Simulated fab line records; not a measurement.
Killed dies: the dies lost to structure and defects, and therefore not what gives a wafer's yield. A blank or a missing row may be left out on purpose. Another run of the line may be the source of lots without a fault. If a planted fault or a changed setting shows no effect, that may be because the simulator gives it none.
3 desks, one fault | flow n5 finfet | each desk has only its own numbers; what lay behind them comes last
Where a reading is given only as a bound, like >300, the bound stands for it, and a mean or a difference that rests on one is marked > or <: the true number lies beyond.

## AT THE METROLOGY DESK
What the gauges read, lot by lot, whatever tool the lot ran on: means of the sampled wafers that have a number. The brackets show how far a lot's mean lies from the usual mean; more than 4 standard deviations puts the lot out of limits, marked OUT. 7 of its 12 readings are shown, namely those furthest out on some lot.
Columns: A = cd nm at N5_PMOS_HMC_CHANNEL_EPI_CD_MEAS_09, usual 237.6 nm; B = DIBL_N at N5_BEOL_M4_RC_MEAS_101, usual 36.4 mV/V; C = IOFF_P at N5_BEOL_M4_RC_MEAS_101, usual 0.211 nA/um; D = ION_N at N5_BEOL_M4_RC_MEAS_101, usual 671 uA/um; E = ION_P at N5_BEOL_M4_RC_MEAS_101, usual 462 uA/um; F = SS_N at N5_BEOL_M4_RC_MEAS_101, usual 71.5 mV/dec; G = VT_P at N5_BEOL_M4_RC_MEAS_101, usual -250.1 mV
lot  | first seen here | A     | B    | C     | D   | E   | F    | G
L709 | day 3 19:35     | 237.8 | 37.5 | 0.202 | 675 | 460 | 71.3 | -249.2
L713 | day 4 19:56     | 235.3 | 36.8 | 0.194 | 670 | 460 | 71.7 | -251.1
L714 | day 5 02:23     | 237.1 | 35.9 | 0.207 | 667 | 458 | 71.1 | -250.2
L715 | day 5 07:53     | 236.9 | 37.1 | 0.225 | 678 | 467 | 71.6 | -250.1
L717 | day 5 19:40     | 238.2 | 37.4 | 0.219 | 668 | 460 | 72.1 | -249.6
L718 | day 6 02:00     | 237.2 | 35.6 | 0.219 | 672 | 465 | 71.2 | -248.7
L720 | day 6 13:53     | 237.5 | 36.7 | 0.211 | 668 | 458 | 71.8 | -249.6
L722 | day 7 01:43     | 237.4 | 33.9 | 0.188 | 675 | 469 | 71.5 | -250.1
L723 | day 7 07:58     | 237.9 | 37.5 | 0.175 | 680 | 457 | 71.6 | -256.7
This desk's verdict: no lot among the 9 shows anything out of limits.

## THE DEFECT DESK
For each lot, the counts of the inspections along the route, averaged over the sampled wafers that have a number. The brackets show how far a lot's mean lies from the usual mean; more than 4 standard deviations puts the lot out of limits, marked OUT.
Columns: A = raw defect count at N5_ZERO_LAYER_INSPECT_20, usual 34; B = raw defect count at N5_WELL_APT_INSPECT_10, usual 2.0; C = raw defect count at N5_WELL_APT_INSPECT_38, usual 13
lot  | first seen here | A             | B                      | C
L709 | day 3 19:16     | 37            | 1.7                    | 15
L713 | day 4 19:29     | 27            | 1.7                    | 7
L714 | day 5 01:56     | 55            | 1.7                    | 8
L715 | day 5 07:26     | 27            | 1.3                    | 14
L717 | day 5 19:20     | 25            | 3.3                    | 24
L718 | day 6 01:40     | 966 (+62) OUT | >300 (+99 or more) OUT | 947 (+99 or more) OUT
L720 | day 6 13:25     | 952 (+61) OUT | >300 (+99 or more) OUT | 938 (+99 or more) OUT
L722 | day 7 01:23     | 983 (+63) OUT | >300 (+99 or more) OUT | 940 (+99 or more) OUT
L723 | day 7 07:17     | 52            | 2.0                    | 10
Finding of this desk: L718, L720, L722 out of limits; the first was L718 at day 6 01:40, on raw defect count at N5_ZERO_LAYER_INSPECT_20. L709, L713, L714, L715, L717, L723 stayed within limits.

## TOOL OWNER'S DESK, plasma asher-01
The tool's own readings at N5_ZERO_LAYER_STRIP_24 (strips in O2): means of the sampled wafers that have a number, for each lot that ran on this tool. The brackets show how far a lot's mean lies from the usual mean; more than 4 standard deviations puts the lot out of limits, marked OUT.
Columns: A = drypump motor current A at N5_ZERO_LAYER_STRIP_24, usual 5.6 A; B = heater power w at N5_ZERO_LAYER_STRIP_24, usual 324 W; C = oes product au at N5_ZERO_LAYER_STRIP_24, usual 0.647 a.u.; D = strip time to endpoint s at N5_ZERO_LAYER_STRIP_24, usual 43.88 s
lot  | first seen here | A   | B   | C     | D
L714 | day 5 01:34     | 5.0 | 325 | 0.648 | 44.08
L717 | day 5 18:58     | 5.0 | 318 | 0.650 | 43.92
L718 | day 6 01:19     | 5.0 | 317 | 0.650 | 43.94
L720 | day 6 13:02     | 5.0 | 318 | 0.647 | 43.90
L722 | day 7 01:02     | 5.4 | 323 | 0.644 | 43.97
This desk's verdict: no lot among the 5 shows anything out of limits.

## PUT TOGETHER
The defect desk could have raised an alarm at day 6 01:40, on L718, L720, L722.
From the metrology desk's view, nothing was out of limits.
The desk of the tool owner found nothing out of limits.
The metrology desk holds a record of L718, L720, L722, inside its limits.
Tool owner's desk: L718, L720, L722 on record, inside its limits.
All the named lots went through N5_ZERO_LAYER_STRIP_24 on plasma asher-01.

## WHAT THE SIMULATOR HAD PUT IN
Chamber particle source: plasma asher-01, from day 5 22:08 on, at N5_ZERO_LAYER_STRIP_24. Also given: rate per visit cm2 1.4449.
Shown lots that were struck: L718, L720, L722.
Hours from the fault's start to each desk's first reading out of limits: the defect desk, 4.
